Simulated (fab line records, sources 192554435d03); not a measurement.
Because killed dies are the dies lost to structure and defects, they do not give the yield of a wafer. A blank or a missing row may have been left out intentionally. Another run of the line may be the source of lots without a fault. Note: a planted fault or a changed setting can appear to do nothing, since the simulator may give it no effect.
Chamber matching :: flow n5-finfet :: 4 sister chambers for N5_BEOL_M14_STRIP_37 on rie-diel-03
The step strips in O2. 16 wafers are shown with their chamber, then 8 later ones without.

EACH WAFER AND ITS CHAMBER
wafer: L083.1
chamber: 2
drypump-motor-current-A (A): 5.6
throttle-valve-pct (%): 16.14
showerhead-plenum-p-Torr (Torr): 2.11

wafer: L083.4
chamber: 3
drypump-motor-current-A (A): 5.4
throttle-valve-pct (%): 16.74
showerhead-plenum-p-Torr (Torr): 2.06

wafer: L083.5
chamber: 1
drypump-motor-current-A (A): 5.1
throttle-valve-pct (%): 16.56
showerhead-plenum-p-Torr (Torr): 2.12

wafer: L081.1
chamber: 1
drypump-motor-current-A (A): 5.1
throttle-valve-pct (%): 16.58
showerhead-plenum-p-Torr (Torr): 2.12

wafer: L081.4
chamber: 0
drypump-motor-current-A (A): 6.3
throttle-valve-pct (%): 16.87
showerhead-plenum-p-Torr (Torr): 2.06

wafer: L081.5
chamber: 1
drypump-motor-current-A (A): 5.1
throttle-valve-pct (%): 16.55
showerhead-plenum-p-Torr (Torr): 2.12

wafer: L084.1
chamber: 3
drypump-motor-current-A (A): 5.4
throttle-valve-pct (%): 16.73
showerhead-plenum-p-Torr (Torr): 2.06

wafer: L084.2
chamber: 0
drypump-motor-current-A (A): 6.4
throttle-valve-pct (%): 16.87
showerhead-plenum-p-Torr (Torr): 2.06

wafer: L084.5
chamber: 0
drypump-motor-current-A (A): 6.4
throttle-valve-pct (%): 16.85
showerhead-plenum-p-Torr (Torr): 2.06

wafer: L087.1
chamber: 1
drypump-motor-current-A (A): 5.1
throttle-valve-pct (%): 16.58
showerhead-plenum-p-Torr (Torr): 2.12

wafer: L087.4
chamber: 2
drypump-motor-current-A (A): 5.6
throttle-valve-pct (%): 16.18
showerhead-plenum-p-Torr (Torr): 2.10

wafer: L087.6
chamber: 2
drypump-motor-current-A (A): 5.6
throttle-valve-pct (%): 16.16
showerhead-plenum-p-Torr (Torr): 2.10

wafer: L086.3
chamber: 0
drypump-motor-current-A (A): 6.4
throttle-valve-pct (%): 16.88
showerhead-plenum-p-Torr (Torr): 2.05

wafer: L086.4
chamber: 1
drypump-motor-current-A (A): 5.1
throttle-valve-pct (%): 16.59
showerhead-plenum-p-Torr (Torr): 2.12

wafer: L086.6
chamber: 0
drypump-motor-current-A (A): 6.4
throttle-valve-pct (%): 16.87
showerhead-plenum-p-Torr (Torr): 2.05

wafer: L089.2
chamber: 1
drypump-motor-current-A (A): 5.1
throttle-valve-pct (%): 16.64
showerhead-plenum-p-Torr (Torr): 2.12

SIGNATURES, as means of the wafers listed above
reading: drypump-motor-current-A
chamber 0: 6.380
chamber 1: 5.100
chamber 2: 5.600
chamber 3: 5.400
scatter within a chamber: 0.0258

reading: throttle-valve-pct
chamber 0: 16.8680
chamber 1: 16.5833
chamber 2: 16.1600
chamber 3: 16.7350
scatter within a chamber: 0.0228

reading: showerhead-plenum-p-Torr
chamber 0: 2.0560
chamber 1: 2.1200
chamber 2: 2.1033
chamber 3: 2.0600
scatter within a chamber: 0.00394
Rule: a wafer lies at a distance from a chamber equal to the root of the sum of squares, over the readings, of (its reading less the chamber's mean, divided by the reading's scatter). If the next closest chamber is less than 2 further off than the closest, the wafer can't be placed; otherwise it belongs to the closest. The scatter is the square root of a quotient: the sum, over the shown wafers, of each reading's squared deviation from its chamber's mean, divided by wafers minus chambers.

WAFERS WHOSE CHAMBER IS MISSING
wafer: L089.4
drypump-motor-current-A (A): 6.4
throttle-valve-pct (%): 16.85
showerhead-plenum-p-Torr (Torr): 2.05

wafer: L089.6
drypump-motor-current-A (A): 5.4
throttle-valve-pct (%): 16.78
showerhead-plenum-p-Torr (Torr): 2.06

wafer: L090.2
drypump-motor-current-A (A): 5.6
throttle-valve-pct (%): 16.17
showerhead-plenum-p-Torr (Torr): 2.10

wafer: L090.3
drypump-motor-current-A (A): 5.1
throttle-valve-pct (%): 16.61
showerhead-plenum-p-Torr (Torr): 2.12

wafer: L090.6
drypump-motor-current-A (A): 5.1
throttle-valve-pct (%): 16.56
showerhead-plenum-p-Torr (Torr): 2.12

wafer: L088.1
drypump-motor-current-A (A): 5.6
throttle-valve-pct (%): 16.19
showerhead-plenum-p-Torr (Torr): 2.10

wafer: L088.4
drypump-motor-current-A (A): 5.4
throttle-valve-pct (%): 16.80
showerhead-plenum-p-Torr (Torr): 2.06

wafer: L088.5
drypump-motor-current-A (A): 5.6
throttle-valve-pct (%): 16.20
showerhead-plenum-p-Torr (Torr): 2.10

CHAMBER TAKEN BY EACH
wafer: L089.4
from the rows above: 0
in truth: 0

wafer: L089.6
from the rows above: 3
in truth: 3

wafer: L090.2
from the rows above: 2
in truth: 2

wafer: L090.3
from the rows above: 1
in truth: 1

wafer: L090.6
from the rows above: 1
in truth: 1

wafer: L088.1
from the rows above: 2
in truth: 2

wafer: L088.4
from the rows above: 3
in truth: 3

wafer: L088.5
from the rows above: 2
in truth: 2
8 of 8 placed correctly. Not placeable from these rows: 0. Placed wrongly: 0.
